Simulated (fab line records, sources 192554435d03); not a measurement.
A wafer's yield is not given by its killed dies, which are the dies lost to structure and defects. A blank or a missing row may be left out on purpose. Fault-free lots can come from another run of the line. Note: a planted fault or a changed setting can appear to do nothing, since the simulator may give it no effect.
Problem report in the 8D (eight disciplines) form, filled by code | flow n5-finfet | the parts of the form that need people (team, actions taken, sign-off) are left out

== 1. PROBLEM STATEMENT ==
A mean of 0.908 a.u. is read at N5_DUMMY_GATE_ETCH_23 for oes-product-au, taken on 1 wafer of 1 lot, against 1.000 a.u. (standard deviation 0.015) on wafers free of any fault. Measured from the usual mean, that is -6.1 standard deviations.
The step: etches poly-Si in HBr/Cl2/O2, target depth 41 nm, time 22.3 s.
Earliest sighting: wafer L624.3 on rie-si-03 at day 7 07:55. The record holds 15 wafers of 5 lots with a number at this step. The rule behind "out" and "out of limits": a value lying over 4 standard deviations away from the usual mean. All remaining wafers that have a number are taken as sound.

== 2. WHAT IT IS AND WHAT IT IS NOT ==
question                    | is               | is not
which readings at this step | oes-product-au   | drypump-motor-current-A, throttle-valve-pct
which lots                  | L624             | L607, L608, L616, L626
which wafers of those lots  | L624.3           | L624.2, L624.5
read on which tools         | rie-si-03        | rie-si-04, rie-si-05
when                        | from day 7 07:55 | up to then (11 sound wafers); but 3 sound wafers of L626 came after

== 3. SUSPECTS, AND WHAT RULES EACH OUT ==
Counting: if a tool at a process step up to the reading ran every lot that is out, it stays a suspect. Sound lots after the first of them don't rule it out here, since some wafers of a struck lot are sound.
- rie-diel-01 at N5_DUMMY_GATE_ETCH_36 (etches SiARC in CF4, target depth 13 nm): kept. L624, the lot that is out, went through it at day 7 07:19; up to then, the latest sound lot through it was L608 at day 3 08:50.
- rie-diel-01 at N5_DUMMY_GATE_ETCH_37 (etches SOC in N2/H2, target depth 60 nm, overetch 30 nm): kept. L624, the lot that is out, went through it at day 7 07:22; up to then, the latest sound lot through it was L608 at day 3 08:53.
- rie-diel-02 at N5_DUMMY_GATE_ETCH_31 (etches SiO2 in C4F6/O2, target depth 82.5 nm, time 27.5 s): kept. L624, the lot that is out, went through it at day 7 07:38; up to then, the latest sound lot through it was L607 at day 2 23:34.
- rie-diel-02 at N5_DUMMY_GATE_STRIP_41 (strips in O2): kept. L624, the lot that is out, went through it at day 7 07:41; up to then, the latest sound lot through it was L607 at day 2 23:37.
- rie-diel-02 at N5_DUMMY_GATE_HM_OPEN_21 (chemistry CH3F/O2, target SiNx, target depth 120 nm, time 171.4 s): kept. L624, the lot that is out, went through it at day 7 07:43; up to then, the latest sound lot through it was L607 at day 2 23:39.
- rie-si-03 at N5_DUMMY_GATE_ETCH_23 (etches poly-Si in HBr/Cl2/O2, target depth 41 nm, time 22.3 s): kept. L624, the lot that is out, went through it at day 7 07:55; up to then, the latest sound lot through it was L616 at day 5 06:25. On those wafers its own readings are out: oes-product-au.
- In rie-diel-01 at N5_DUMMY_GATE_ETCH_36, the wafers that are out were processed in chamber 1 and their sound lot-mates in chambers 2, 3.
- In rie-diel-01 at N5_DUMMY_GATE_ETCH_37, the wafers that are out were processed in chamber 1 and their sound lot-mates in chambers 2, 3.
- In rie-si-03 at N5_DUMMY_GATE_ETCH_23, the wafers that are out were processed in chamber 2 and their sound lot-mates in chambers 0, 3.
Left after counting: rie-diel-01 at N5_DUMMY_GATE_ETCH_36, rie-diel-01 at N5_DUMMY_GATE_ETCH_37, rie-diel-02 at N5_DUMMY_GATE_ETCH_31, rie-diel-02 at N5_DUMMY_GATE_STRIP_41, rie-diel-02 at N5_DUMMY_GATE_HM_OPEN_21, rie-si-03 at N5_DUMMY_GATE_ETCH_23.

== 4. THE CAUSE (what the simulator had put in) ==
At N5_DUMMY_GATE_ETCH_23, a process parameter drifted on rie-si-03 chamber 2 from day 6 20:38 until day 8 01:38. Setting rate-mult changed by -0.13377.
6 suspects survive the count, and this tool is in that group.

== 5. SEQUENCE OF EFFECTS, ordered by route ==
Rows list readings where the struck wafers' mean (over those with a number) sits beyond 3 standard deviations from the usual. Only readings for which the record gives a usual standard deviation are gone through. hours: the time from each lot's start at the first step in this table that gives one to its start at this step, as a median over the lots. sigmas: the change in usual standard deviations.
hours | step                  | reading        | usual      | on struck wafers | change | sigmas
0     | N5_DUMMY_GATE_ETCH_23 | oes-product-au | 1.000 a.u. | 0.908            | -0.092 | -6.1
The process steps in it:
- N5_DUMMY_GATE_ETCH_23: etches poly-Si in HBr/Cl2/O2, target depth 41 nm, time 22.3 s.
Later steps that measure or inspect, where all struck wafers having a row at the step show a number for every such reading and not one has moved that far: N5_BEOL_M4_RC_MEAS_101.

== 6. HOW IT WOULD HAVE BEEN CAUGHT EARLIER ==
First out-of-limits reading in this record: day 7 07:55, which is 11 hours after fault onset at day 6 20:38.
